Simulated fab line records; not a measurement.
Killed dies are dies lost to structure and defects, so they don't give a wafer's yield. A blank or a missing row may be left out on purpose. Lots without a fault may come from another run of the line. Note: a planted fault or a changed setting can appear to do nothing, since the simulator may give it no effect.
What tool caused it? :: flow nandHarc :: 6 lots, 18 wafers sampled, at 4 steps of a route of 1302

WHAT THE GAUGES SHOWED, per wafer
NHARC_END_WLT_00.
lot: L237
measured: day 24 15:50
on: prober-02
VT_DECK1_BOTTOM: 0.861 0.863 0.864

lot: L240
measured: day 26 02:13
on: prober-02
VT_DECK1_BOTTOM: 0.870 0.868 0.881

lot: L244
measured: day 27 03:37
on: prober-02
VT_DECK1_BOTTOM: 0.868 0.870 0.871

lot: L247
measured: day 28 13:39
on: prober-02
VT_DECK1_BOTTOM: 0.867 0.879 0.874

lot: L255
measured: day 31 17:43
on: prober-01
VT_DECK1_BOTTOM: 0.879 0.877 0.876

lot: L256
measured: day 32 16:32
on: prober-01
VT_DECK1_BOTTOM: 0.878 0.870 0.876

WHAT TOOL EACH LOT RAN ON (gives the tool, then ch and the chambers of the sampled wafers, and finally the start)
lot: L237
NHARC_THIN_TSV_DEGAS_53: pvdSputter-02, day 24 08:13
NHARC_THIN_TSV_PRE_CLEAN_54: pvdSputter-02, day 24 08:18
NHARC_THIN_TSV_ETCH_59: rieMetal-03 ch 1, day 24 09:40

lot: L240
NHARC_THIN_TSV_DEGAS_53: pvdSputter-03, day 25 19:52
NHARC_THIN_TSV_PRE_CLEAN_54: pvdSputter-03, day 25 19:57
NHARC_THIN_TSV_ETCH_59: rieMetal-01 ch 0,1, day 25 21:20

lot: L244
NHARC_THIN_TSV_DEGAS_53: pvdSputter-03, day 26 20:17
NHARC_THIN_TSV_PRE_CLEAN_54: pvdSputter-03, day 26 20:21
NHARC_THIN_TSV_ETCH_59: rieMetal-02 ch 0,1, day 26 21:45

lot: L247
NHARC_THIN_TSV_DEGAS_53: pvdSputter-03, day 28 07:47
NHARC_THIN_TSV_PRE_CLEAN_54: pvdSputter-03, day 28 07:51
NHARC_THIN_TSV_ETCH_59: rieMetal-03 ch 0,1, day 28 09:12

lot: L255
NHARC_THIN_TSV_DEGAS_53: pvdSputter-01, day 31 12:26
NHARC_THIN_TSV_PRE_CLEAN_54: pvdSputter-01, day 31 12:31
NHARC_THIN_TSV_ETCH_59: rieMetal-01 ch 0,1, day 31 13:52

lot: L256
NHARC_THIN_TSV_DEGAS_53: pvdSputter-02, day 32 07:54
NHARC_THIN_TSV_PRE_CLEAN_54: pvdSputter-02, day 32 07:58
NHARC_THIN_TSV_ETCH_59: rieMetal-03 ch 0,1, day 32 09:26
- NHARC_THIN_TSV_DEGAS_53: time 60 s.
- NHARC_THIN_TSV_PRE_CLEAN_54: time 30 s.
- NHARC_THIN_TSV_ETCH_59: etches the open film in Cl2/BCl3, target depth 880 nm, time 138.1 s.

THE ANSWER, worked out from the rows above alone
Rule: the usual values come from the lots themselves. The widest of any qualifying gaps counts: lots, ordered by their means at a reading, are off when they make up no more than a third of the lots, leave a main group of 4 or more, and stand apart from it by 3 or more times the standard deviation of that group's means. A main group whose means are all the same, to the digits that the tables above print for the reading, isn't used. A lot without any number at a reading at which 4 lots or more have one is off too. All remaining lots with rows at the step are treated as sound.
Across all readings shown, no lot is off: no conclusion can be drawn from this.

WHAT THE SIMULATOR HAD PUT IN
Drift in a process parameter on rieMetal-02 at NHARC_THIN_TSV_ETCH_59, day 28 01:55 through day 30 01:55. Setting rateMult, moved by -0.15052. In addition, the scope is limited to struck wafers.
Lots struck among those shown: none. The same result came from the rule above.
